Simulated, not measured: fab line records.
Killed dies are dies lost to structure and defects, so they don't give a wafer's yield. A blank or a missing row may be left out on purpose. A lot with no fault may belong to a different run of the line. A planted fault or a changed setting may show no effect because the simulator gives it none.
fab line records -- flow nand_harc -- part 2 of 2: steps 24 to 34 of 34
record lots=5, wafers=15, last_day=25
route steps=1159 shown THIN_TSV@1103
lots with no fault: from the same line, run without faults
start_h: start of the lot's first displayed wafer, in hours after the record's first day -- wait_h: hours since the lot's step before -- " the same as in the row above -- L1.1+2: a row that stands for several wafers -- - value missing, or start not given -- * or withheld: withheld -- < > ~ a bound
route shown NAME@n: a module of which the file shows steps, and the number in the route of the first -- usual: mean/standard deviation taken from wafers without a fault -- same: alike in all rows -- chamber/n: place in a boat -- sites: per-site readings -- _std_site: standard deviation of those values -- _edge_site: inner sites' mean taken away from outer sites' mean -- radius_mm: for every site, how far away it sits from the centre of the wafer -- mask NAME#n: copy n -- behind: tool/chamber where the wafer was last shaped -- hold: cause of the lot's hold/its duration in hours/its outcome -- device: whichever transistor did not switch (one of n, p or np) -- end of line: the route-end tests of the same wafers -- step lacking rows: just its recipe -- killed: at the first sort, the dies lost to defects and structure; wafer yield is something else -- map: dies across one wafer; x = killed, . = not, _ = none there
set.NAME: the setting the step ran with; set.NAME@STEP: the setting that earlier step ran with -- model.NAME: the simulator's own value behind a step, which no gauge read
lots at some steps of the route; a table a step, a row a wafer
services: a tool's chamber out of use, with start hour (start_h, from the record's first day; less than 0 if before it), hours out, and reason
## steps
# step NHARC_THIN_TSV_STRIP_62
# recipe power_w=1500, temp_c=250, time_s=20, chemistry=N2/H2
# usual drypump_motor_current_A=5.9/0.42, heater_power_w=310/27, rf_refl_power_W=20/8.3
lot.wafer,tool,chamber,start_h,wait_h,drypump_motor_current_A,heater_power_w,rf_hours_counter_h,rf_refl_power_W
L083.1,plasma_asher-01,0,470.68,-,6.0,278,2,20
L083.4,plasma_asher-01,0,470.68,-,6.0,278,-,20
L083.6,plasma_asher-01,0,470.68,-,6.0,283,-,20
L085.3,plasma_asher-01,0,487.66,-,6.0,285,-,20
L085.6,plasma_asher-01,1,487.66,-,5.2,280,-,13
L085.5,plasma_asher-01,0,487.66,-,6.0,282,-,20
L088.1,plasma_asher-02,1,493.35,-,5.9,334,43,-
L088.3,plasma_asher-02,1,493.35,-,5.9,337,-,-
L088.6,plasma_asher-02,0,493.35,-,6.3,326,-,-
L092.1,plasma_asher-02,0,522.89,-,6.4,325,53,13
L092.2,plasma_asher-02,1,522.89,-,5.9,337,53,33
L092.5,plasma_asher-02,0,522.89,-,6.3,328,-,12
L096.2,plasma_asher-02,1,570.94,-,5.9,330,7,32
L096.4,plasma_asher-02,0,570.94,-,6.4,335,-,14
L096.6,plasma_asher-02,0,570.94,-,6.3,336,-,12
# step NHARC_THIN_TSV_DEGAS_49
# recipe temp_c=300, time_s=120
# usual heater_power_w=458/60
lot.wafer,tool,chamber,start_h,wait_h,heater_power_w
L083.1,pvd_sputter-03,-,470.87,0.2,404
L083.4,pvd_sputter-03,-,470.87,0.2,487
L083.6,pvd_sputter-03,-,470.87,0.2,477
L085.3,pvd_sputter-03,-,487.80,0.1,405
L085.6,pvd_sputter-03,-,487.80,0.1,472
L085.5,pvd_sputter-03,-,487.80,0.1,476
L088.3,pvd_sputter-01,-,493.53,0.1,334
L088.1,pvd_sputter-01,-,493.53,0.1,463
L088.6,pvd_sputter-01,-,493.53,0.1,331
L092.2,pvd_sputter-03,-,523.07,0.1,482
L092.1,pvd_sputter-03,-,523.07,0.1,491
L092.5,pvd_sputter-03,-,523.07,0.1,414
L096.2,pvd_sputter-03,-,571.11,0.2,490
L096.4,pvd_sputter-03,-,571.11,0.2,453
L096.6,pvd_sputter-03,-,571.11,0.2,418
# step NHARC_THIN_TSV_PRE_CLEAN_50
# recipe time_s=30, temp_c=280, gas=H2/He
# usual heater_power_w=399/53
lot.wafer,tool,chamber,start_h,wait_h,heater_power_w
L083.1,pvd_sputter-03,-,-,-,412
L083.4,pvd_sputter-03,-,-,-,354
L083.6,pvd_sputter-03,-,-,-,436
L085.3,pvd_sputter-03,-,-,-,367
L085.6,pvd_sputter-03,-,-,-,423
L085.5,pvd_sputter-03,-,-,-,391
L088.1,pvd_sputter-01,-,-,-,483
L088.3,pvd_sputter-01,-,-,-,298
L088.6,pvd_sputter-01,-,-,-,402
L092.1,pvd_sputter-03,-,-,-,376
L092.2,pvd_sputter-03,-,-,-,411
L092.5,pvd_sputter-03,-,-,-,386
L096.4,pvd_sputter-03,-,-,-,358
L096.2,pvd_sputter-03,-,-,-,419
L096.6,pvd_sputter-03,-,-,-,404
# step NHARC_THIN_TSV_PVD_19
# recipe target_thk_a=200, chamber_pressure_pa=5, material=TaN
# usual chamber_pressure_pa=4.999/0.01, throttle_valve_pct=30.2/1.4
lot.wafer,tool,chamber,start_h,wait_h,chamber_pressure_pa,throttle_valve_pct
L083.4,pvd_sputter-03,-,-,-,4.996,26.9
L083.1,pvd_sputter-03,-,-,-,5.010,29.6
L083.6,pvd_sputter-03,-,-,-,4.985,26.9
L085.3,pvd_sputter-03,-,-,-,5.000,31.7
L085.6,pvd_sputter-03,-,-,-,4.997,26.9
L085.5,pvd_sputter-03,-,-,-,5.007,31.9
L088.3,pvd_sputter-01,-,-,-,4.991,30.8
L088.1,pvd_sputter-01,-,-,-,5.006,31.1
L088.6,pvd_sputter-01,-,-,-,5.000,31.5
L092.1,pvd_sputter-03,-,-,-,4.998,30.3
L092.2,pvd_sputter-03,-,-,-,4.997,32.0
L092.5,pvd_sputter-03,-,-,-,4.993,29.2
L096.2,pvd_sputter-03,-,-,-,5.002,31.8
L096.4,pvd_sputter-03,-,-,-,5.009,29.3
L096.6,pvd_sputter-03,-,-,-,5.013,30.6
# step NHARC_THIN_TSV_PVD_51
# recipe target_thk_a=1000, chamber_pressure_pa=5, material=Cu
# usual chamber_pressure_pa=5.002/0.011, throttle_valve_pct=30.1/1.4
lot.wafer,tool,chamber,start_h,wait_h,chamber_pressure_pa,throttle_valve_pct
L083.4,pvd_sputter-03,-,-,-,4.999,29.4
L083.1,pvd_sputter-03,-,-,-,4.993,31.9
L083.6,pvd_sputter-03,-,-,-,4.999,29.1
L085.3,pvd_sputter-03,-,-,-,5.012,29.4
L085.5,pvd_sputter-03,-,-,-,5.016,30.5
L085.6,pvd_sputter-03,-,-,-,4.989,26.9
L088.1,pvd_sputter-01,-,-,-,5.004,30.6
L088.3,pvd_sputter-01,-,-,-,5.020,31.4
L088.6,pvd_sputter-01,-,-,-,4.984,30.9
L092.1,pvd_sputter-03,-,-,-,4.996,32.0
L092.2,pvd_sputter-03,-,-,-,5.004,30.3
L092.5,pvd_sputter-03,-,-,-,5.014,27.0
L096.2,pvd_sputter-03,-,-,-,5.005,26.7
L096.4,pvd_sputter-03,-,-,-,4.977,29.4
L096.6,pvd_sputter-03,-,-,-,5.008,26.9
# step NHARC_THIN_TSV_ECD_20
# recipe target_thk_a=20000, material=Cu
lot.wafer,tool,chamber,start_h,wait_h
L083.1+4+6,ecd_cu-02,"0,1,1",471.41,-
L085.3+6+5,ecd_cu-01,"1,0,1",488.53,-
L088.1+3+6,ecd_cu-01,0,493.98,-
L092.1+2+5,ecd_cu-02,"0,1,0",523.52,-
L096.2+4+6,ecd_cu-02,"0,1,1",571.71,-
# step NHARC_THIN_TSV_ANNEAL_52
# recipe temp_c=225, time_s=90
# usual anneal_temp_c_max=225.80/0.22, wafer_temp_C_max=226.5/0.38
lot.wafer,tool,chamber,start_h,wait_h,anneal_temp_c_max,wafer_temp_C_max
L083.1,rtp_anneal-01,0,472.03,0.5,225.43,226.4
L083.4,rtp_anneal-01,0,472.03,0.5,225.65,226.8
L083.6,rtp_anneal-01,0,472.03,0.5,225.79,226.6
L085.3,rtp_anneal-01,0,489.07,0.4,225.39,226.5
L085.5,rtp_anneal-01,0,489.07,0.4,225.72,226.5
L085.6,rtp_anneal-01,0,489.07,0.4,225.46,226.4
L088.1,rtp_anneal-02,0,494.84,0.8,225.48,226.0
L088.3,rtp_anneal-02,0,494.84,0.8,225.76,226.3
L088.6,rtp_anneal-02,0,494.84,0.8,225.70,226.5
L092.1,rtp_anneal-01,0,524.25,0.6,225.85,226.5
L092.2,rtp_anneal-01,0,524.25,0.6,225.95,226.5
L092.5,rtp_anneal-01,0,524.25,0.6,225.86,226.4
L096.2,rtp_anneal-02,0,572.39,0.6,225.82,226.1
L096.4,rtp_anneal-02,0,572.39,0.6,226.17,226.4
L096.6,rtp_anneal-02,0,572.39,0.6,225.86,226.5
# step NHARC_THIN_TSV_CMP_21
# recipe t_overpolish_s=30, target_thk_nm=2000
# usual motor_current_A=11.7/1.3, overpolish_run_s=29.999/0.0087, pad_life_wafers=258/150
lot.wafer,tool,chamber,start_h,wait_h,motor_current_A,overpolish_run_s,pad_life_wafers
L083.4,cmp-04,0,472.41,-,11.9,30.002,343
L083.1,cmp-04,2,472.41,-,12.4,29.984,345
L083.6,cmp-04,0,472.41,-,12.2,29.987,-
L085.3,cmp-01,2,489.33,-,11.2,30.011,85
L085.6,cmp-01,1,489.33,-,11.6,29.995,-
L085.5,cmp-01,2,489.33,-,11.0,30.005,-
L088.1,cmp-04,3,495.18,-,11.1,29.994,468
L088.3,cmp-04,0,495.18,-,12.7,30.001,469
L088.6,cmp-04,3,495.18,-,10.9,30.013,-
L092.1,cmp-02,0,524.60,-,9.9,29.992,0
L092.2,cmp-02,3,524.60,-,11.4,29.991,3
L092.5,cmp-02,0,524.60,-,9.9,29.995,-
L096.2,cmp-04,3,572.74,-,11.2,29.985,410
L096.4,cmp-04,0,572.74,-,12.4,29.991,411
L096.6,cmp-04,1,572.74,-,9.0,29.998,-
# step NHARC_THIN_TSV_SRD_23
lot.wafer,tool,chamber,start_h,wait_h
L083.1+4+6,wet_bench-08,"0,2,4",472.75,0.0
L085.3+5+6,wet_bench-08,"5,6,7",489.67,0.0
L088.6+1+3,wet_bench-10,"0,1,3",495.55,0.0
L092.5+1+2,wet_bench-10,"2,3,4",524.98,0.0
L096.2+6+4,wet_bench-10,"3,4,6",573.05,0.0
# step NHARC_THIN_TSV_DEGAS_53
# recipe temp_c=300, time_s=60
# usual heater_power_w=463/59
lot.wafer,tool,chamber,start_h,wait_h,heater_power_w
L083.1,pvd_sputter-03,-,472.85,0.1,442
L083.4,pvd_sputter-03,-,472.85,0.1,419
L083.6,pvd_sputter-03,-,472.85,0.1,471
L085.3,pvd_sputter-02,-,489.76,0.1,575
L085.6,pvd_sputter-02,-,489.76,0.1,561
L085.5,pvd_sputter-02,-,489.76,0.1,474
L088.1,pvd_sputter-03,-,495.64,0.1,470
L088.3,pvd_sputter-03,-,495.64,0.1,402
L088.6,pvd_sputter-03,-,495.64,0.1,483
L092.2,pvd_sputter-02,-,525.09,0.1,462
L092.1,pvd_sputter-02,-,525.09,0.1,389
L092.5,pvd_sputter-02,-,525.09,0.1,443
L096.4,pvd_sputter-03,-,573.15,0.1,405
L096.2,pvd_sputter-03,-,573.15,0.1,477
L096.6,pvd_sputter-03,-,573.15,0.1,411
# step NHARC_THIN_TSV_PRE_CLEAN_54
# recipe time_s=30, temp_c=280, gas=H2/He
# usual heater_power_w=405/51
lot.wafer,tool,chamber,start_h,wait_h,heater_power_w
L083.1,pvd_sputter-03,-,472.93,0.1,413
L083.4,pvd_sputter-03,-,472.93,0.1,397
L083.6,pvd_sputter-03,-,472.93,0.1,428
L085.3,pvd_sputter-02,-,489.87,0.1,339
L085.6,pvd_sputter-02,-,489.87,0.1,400
L085.5,pvd_sputter-02,-,489.87,0.1,502
L088.1,pvd_sputter-01,-,495.71,0.1,290
L088.3,pvd_sputter-01,-,495.71,0.1,426
L088.6,pvd_sputter-01,-,495.71,0.1,295
L092.1,pvd_sputter-02,-,525.15,0.0,340
L092.2,pvd_sputter-02,-,525.15,0.0,503
L092.5,pvd_sputter-02,-,525.15,0.0,420
L096.2,pvd_sputter-03,-,573.21,0.0,390
L096.4,pvd_sputter-03,-,573.21,0.0,355
L096.6,pvd_sputter-03,-,573.21,0.0,391
## services
tool,chamber,start_h,hours,kind
wet_bench-10,-,448.20,0.7,repair
rie_diel-13,-,453.00,9.0,pm
plasma_asher-01,-,453.53,9.0,pm
pvd_sputter-03,-,458.04,10.0,pm
pvd_sputter-01,-,464.33,4.0,repair
rie_si-01,-,481.00,9.0,pm
rie_diel-13,3,482.86,5.8,repair
cmp-04,-,484.82,4.7,repair
rie_diel-13,3,489.95,1.2,repair
cmp-04,-,497.16,4.0,pm
rie_si-01,-,499.98,0.1,repair
pecvd-01,-,501.67,0.3,repair
rie_diel-13,1,508.23,7.8,repair
plasma_asher-01,-,508.57,5.0,repair
rie_diel-10,3,513.02,10.8,repair
litho_track-02,-,515.00,7.0,pm
pvd_sputter-01,-,519.53,10.0,pm
pecvd-01,2,524.89,2.4,repair
rie_diel-06,0,526.30,10.8,repair
rie_diel-10,-,530.50,9.0,pm
litho_track-07,-,539.00,7.0,pm
rie_diel-06,-,539.52,0.4,repair
pvd_sputter-02,-,547.95,1.1,repair
litho_track-03,-,563.00,7.0,pm
